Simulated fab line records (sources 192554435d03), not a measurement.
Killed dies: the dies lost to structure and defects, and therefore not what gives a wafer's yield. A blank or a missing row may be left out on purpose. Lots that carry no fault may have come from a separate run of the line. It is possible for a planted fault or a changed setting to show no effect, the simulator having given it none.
Chamber matching :: flow n5_finfet :: N5_BEOL_M5_STRIP_64 on rie_diel-05 has 4 sister chambers
The step strips in CF4. 8 wafers are shown with their chamber, then 8 later ones without.

== EACH WAFER AND ITS CHAMBER ==
wafer: L080.2
chamber: 0
showerhead_plenum_p_Torr (Torr): 1.79
drypump_motor_current_A (A): 5.0

wafer: L082.2
chamber: 0
showerhead_plenum_p_Torr (Torr): 1.79
drypump_motor_current_A (A): 5.0

wafer: L082.4
chamber: 3
showerhead_plenum_p_Torr (Torr): 1.85
drypump_motor_current_A (A): 5.8

wafer: L087.2
chamber: 3
showerhead_plenum_p_Torr (Torr): 1.85
drypump_motor_current_A (A): 5.9

wafer: L087.4
chamber: 2
showerhead_plenum_p_Torr (Torr): 1.80
drypump_motor_current_A (A): 5.9

wafer: L091.1
chamber: 2
showerhead_plenum_p_Torr (Torr): 1.80
drypump_motor_current_A (A): 5.9

wafer: L091.5
chamber: 1
showerhead_plenum_p_Torr (Torr): 1.76
drypump_motor_current_A (A): 5.8

wafer: L092.1
chamber: 1
showerhead_plenum_p_Torr (Torr): 1.75
drypump_motor_current_A (A): 5.8

== WAFERS MISSING THEIR CHAMBER ==
wafer: L092.2
showerhead_plenum_p_Torr (Torr): 1.78
drypump_motor_current_A (A): 5.0

wafer: L092.3
showerhead_plenum_p_Torr (Torr): 1.79
drypump_motor_current_A (A): 5.9

wafer: L094.2
showerhead_plenum_p_Torr (Torr): 1.80
drypump_motor_current_A (A): 5.9

wafer: L094.4
showerhead_plenum_p_Torr (Torr): 1.78
drypump_motor_current_A (A): 5.0

wafer: L094.5
showerhead_plenum_p_Torr (Torr): 1.84
drypump_motor_current_A (A): 5.9

wafer: L097.1
showerhead_plenum_p_Torr (Torr): 1.84
drypump_motor_current_A (A): 5.8

wafer: L097.3
showerhead_plenum_p_Torr (Torr): 1.79
drypump_motor_current_A (A): 6.0

wafer: L097.6
showerhead_plenum_p_Torr (Torr): 1.84
drypump_motor_current_A (A): 5.8

== WHICH CHAMBER EACH ONE RAN IN ==
wafer: L092.2
from the rows above: 0
in truth: 0

wafer: L092.3
from the rows above: 2
in truth: 2

wafer: L094.2
from the rows above: 2
in truth: 2

wafer: L094.4
from the rows above: 0
in truth: 0

wafer: L094.5
from the rows above: 3
in truth: 3

wafer: L097.1
from the rows above: 3
in truth: 3

wafer: L097.3
from the rows above: 2
in truth: 2

wafer: L097.6
from the rows above: 3
in truth: 3
8 of 8 placed correctly. Left unplaced by these rows: 0. 0 placed wrongly.
How it was worked out, from the rows above alone: a wafer's distance from a chamber is the root of the sum, over the readings, of the square of ((its reading less the chamber's mean) divided by the reading's scatter). The wafer belongs to the nearest chamber; if the next one is less than 2 further off, it can't be placed. The mean given for a chamber averages the wafers shown for that chamber. How the scatter is found: for the shown wafers, subtract from each reading the mean of its chamber, square and add these, divide the total by (wafers less chambers), then take the root.
